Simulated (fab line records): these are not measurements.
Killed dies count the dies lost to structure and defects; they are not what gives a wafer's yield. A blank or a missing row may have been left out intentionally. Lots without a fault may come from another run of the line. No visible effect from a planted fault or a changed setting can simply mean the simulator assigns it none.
A lot that was struck, set against a sound lot :: flow n5Finfet :: 14 steps out of a route of 1938
Sound: wafers L821.1, L821.5, L821.6. Struck: wafer L813.1. (L813.2 of the same lot was not struck and is left out.) The cause comes at the end.
Each step with rows lists, per side, the tool, then ch with its chambers, then its first start. Under that, the readings that differ: sound wafers :: struck wafers :: difference of the means :: sigmas: that difference in standard deviations of wafers without a fault.
alike: a reading whose means differ by less than 2 such deviations, as well as words and numbers matching on both sides. not compared: withheld readings; readings where some wafer has no value; bounds like >300 that might hide an equal value; numbers whose values overlap and for which the record gives no deviation.
Wherever a step has rows on one side only, a row that says differs or no value, or a row with sigmas, the two part there. Numbers that don't overlap but have no deviation are shown without sigmas and don't part them. A reading missing from all wafers of one side parts the sides only when that side holds two or more wafers.

N5_BEOL_M7_CURE_75: cures SiCOH lowk, time 120 s.
  sound on uvCure-03 ch 2, day 15 06:49; struck on uvCure-02 ch 2, day 11 23:58
  alike: lampPowerPct, wafer_temp_C_max
N5_BEOL_M7_DEGAS_44: time 60 s.
  struck on pvdSputter-02, day 12 01:21; sound on pvdSputter-03, day 15 07:09
  alike: heaterPowerW
N5_BEOL_M7_PRE_CLEAN_45: time 30 s.
  struck on pvdSputter-02, day 12 01:23; sound on pvdSputter-03, day 15 07:11
  alike: heaterPowerW
N5_BEOL_M7_ALD_77: deposits TaN, target thk 2 nm, pulse time 2 s, purge time 3 s.
  sound on aldMetal-01 ch 1,2,3, day 15 07:21; struck on aldMetal-02 ch 1, day 12 01:41
  alike: heaterPowerW
N5_BEOL_M7_SURFACE_TREAT_79:
  struck on pvdSputter-02, day 12 01:58; sound on pvdSputter-01, day 15 07:38
  not compared: throttleValvePct
then, 5 steps without rows for these wafers: N5_BEOL_M7_CVD_78 (deposits Co from CCTBA/H2, target thk 2 nm, time 142.3 s); N5_BEOL_M7_SPUTTER_48 (material Cu, target thk 10 nm, time 1.667 s); N5_BEOL_M7_ECD_50 (material Cu, target thk 300 nm); N5_BEOL_M7_ANNEAL_51 (time 90 s); N5_BEOL_M7_CMP_52 (polishes, stops on SiCOH lowk, t overpolish 6.9 s, target thk 80 nm).
N5_BEOL_M7_THK_MEAS_53: measures by xrf.
  struck on filmMetro-01, day 12 03:28; sound on filmMetro-02, day 15 08:40
  alike: M7_THK
then, 1 step without rows for these wafers: N5_BEOL_M7_PRE_CLEAN_55 (time 15 s).
N5_BEOL_M7_DEP_56: deposits SiCN from 3MS/NH3, target thk 10 nm, time 17.5 s.
  sound on pecvd-01 ch 1,2, day 15 08:44; struck on pecvd-01 ch 0, day 12 03:32
reading: model.SiCN_of_BEOL_M7_DEP_56.thkNm (nm)
sound: 10 10.2 10.2
struck: 9.2
difference: -0.9
sigmas: 
  alike: showerheadPlenumPTorr, throttleValvePct
N5_BEOL_M7_RS_MEAS_57: measures by four-point-probe.
  struck on filmMetro-01, day 12 03:36; sound on filmMetro-02, day 15 08:47
  alike: M7_RS

== WHERE THEY PART ==
Nowhere in this record.

WHY: the cause the simulator had injected
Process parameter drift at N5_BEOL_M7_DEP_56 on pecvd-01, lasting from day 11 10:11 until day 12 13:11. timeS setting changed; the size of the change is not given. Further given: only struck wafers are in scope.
